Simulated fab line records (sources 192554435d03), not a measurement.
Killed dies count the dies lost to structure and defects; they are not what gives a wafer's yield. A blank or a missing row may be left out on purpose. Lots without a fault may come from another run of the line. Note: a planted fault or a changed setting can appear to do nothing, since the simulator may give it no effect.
Matching of chambers    flow n5 finfet    cmp-03 running N5_BEOL_M8_CMP_52: 4 sister chambers
The step polishes, stops on SiCOH lowk, t overpolish 6.9 s, target thk 80 nm. 8 wafers are shown with their chamber, then 8 later ones without.

WAFERS PAIRED WITH THEIR CHAMBERS
wafer   chamber  motor current A (A)  time to endpoint s (s)
L258.1  1        6.2                  64
L262.4  1        6.1                  59
L262.5  2        6.9                  54
L260.1  3        5.2                  67
L260.4  2        7.1                  59
L271.3  3        4.9                  64
L271.5  0        7.1                  68
L270.1  0        7.0                  67

WAFERS MISSING THEIR CHAMBER
wafer   motor current A (A)  time to endpoint s (s)
L270.3  6.5                  67
L270.6  4.8                  62
L273.3  6.8                  67
L273.5  5.2                  65
L273.6  7.3                  60
L275.2  6.7                  67
L275.3  5.0                  64
L275.4  6.5                  64

WHICH CHAMBER EACH ONE RAN IN
wafer   from the rows above           in truth
L270.3  can't be placed: 1 or 0       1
L270.6  3                             3
L273.3  0                             0
L273.5  3                             3
L273.6  can't be placed: 2 or 0       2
L275.2  can't be placed: 0 or 2 or 1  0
L275.3  3                             3
L275.4  can't be placed: 1 or 0 or 2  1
Correctly placed: 4 of 8. Not placeable from these rows: 4 (in 4, the candidates include the true chamber). 0 placed wrongly.
How it was worked out, from the rows above alone: a wafer's distance from a chamber is the root of the sum, over the readings, of the square of ((its reading less the chamber's mean) divided by the reading's scatter). If the next closest chamber is less than 2 further off than the closest, the wafer can't be placed; otherwise it belongs to the closest. For every chamber, the mean is computed from those of its wafers that are shown. The scatter is the square root of a quotient: the sum, over the shown wafers, of each reading's squared deviation from its chamber's mean, divided by wafers minus chambers.
